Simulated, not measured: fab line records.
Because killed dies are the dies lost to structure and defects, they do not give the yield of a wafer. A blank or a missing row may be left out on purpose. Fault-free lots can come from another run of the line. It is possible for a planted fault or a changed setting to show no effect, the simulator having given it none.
Matching of chambers -- flow nand-harc -- rie-diel-09 running NHARC_A_BONDPAD_DESCUM_11: 4 sister chambers
The step chemistry O2, time 3 s. 18 wafers are shown with their chamber, then 9 later ones without.

## EACH WAFER AND ITS CHAMBER
wafer,chamber,throttle-valve-pct (%),oes-product-au (a.u.),chamber-pressure-mTorr (mTorr)
L365.2,1,11.309,0.987,60.02
L365.3,0,11.303,1.003,59.95
L365.5,2,11.299,0.993,60.09
L372.2,2,11.302,0.990,60.04
L372.3,1,11.316,0.998,59.96
L372.5,0,11.303,0.996,60.04
L374.2,3,11.321,1.012,59.99
L374.3,1,11.302,0.990,60.04
L374.4,0,11.308,0.996,59.96
L379.4,2,11.327,0.996,60.01
L379.5,1,11.301,1.001,59.99
L379.6,0,11.306,0.994,60.01
L378.2,1,11.306,0.984,59.95
L378.3,2,11.311,0.991,59.89
L378.5,0,11.315,0.996,59.90
L382.2,3,11.322,1.000,60.12
L382.5,1,11.325,1.007,59.97
L382.6,2,11.312,0.999,60.04

SIGNATURES (averages over the wafers above)
reading,chamber 0,chamber 1,chamber 2,chamber 3,scatter within a chamber
throttle-valve-pct,11.30700,11.30983,11.31020,11.32150,0.00845
oes-product-au,0.99700,0.99450,0.99380,1.00600,0.00639
chamber-pressure-mTorr,59.9720,59.9883,60.0140,60.0550,0.0592
Rule: distance of a wafer from a chamber = root of the sum over the readings of ((wafer's reading minus chamber's mean) / reading's scatter) squared. The wafer belongs to the nearest chamber; if the next one is less than 2 further off, it can't be placed. How the scatter is found: for the shown wafers, subtract from each reading the mean of its chamber, square and add these, divide the total by (wafers less chambers), then take the root.

## WAFERS WHOSE CHAMBER IS MISSING
wafer,throttle-valve-pct (%),oes-product-au (a.u.),chamber-pressure-mTorr (mTorr)
L384.3,11.314,0.991,59.99
L384.5,11.334,0.983,60.00
L384.6,11.311,1.006,59.99
L387.2,11.324,0.979,59.92
L387.3,11.320,1.005,60.15
L387.6,11.310,0.998,59.94
L388.1,11.318,0.991,60.08
L388.2,11.302,0.993,59.99
L388.4,11.319,0.997,59.97

## THE CHAMBER EACH PASSED THROUGH
wafer,from the rows above,in truth
L384.3,can't be placed: 1 or 2 or 0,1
L384.5,can't be placed: 2 or 1 or 0 or 3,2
L384.6,can't be placed: 0 or 3 or 1 or 2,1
L387.2,can't be placed: 1 or 2 or 0 or 3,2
L387.3,can't be placed: 3 or 2 or 1 or 0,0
L387.6,can't be placed: 0 or 1 or 2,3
L388.1,can't be placed: 2 or 1 or 3 or 0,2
L388.2,can't be placed: 0 or 1 or 2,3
L388.4,can't be placed: 1 or 2 or 0 or 3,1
Correct placement for 0 of the 9. From these rows, 9 cannot be placed; in 7 the true chamber is one of the candidates. Wrongly placed: 0.
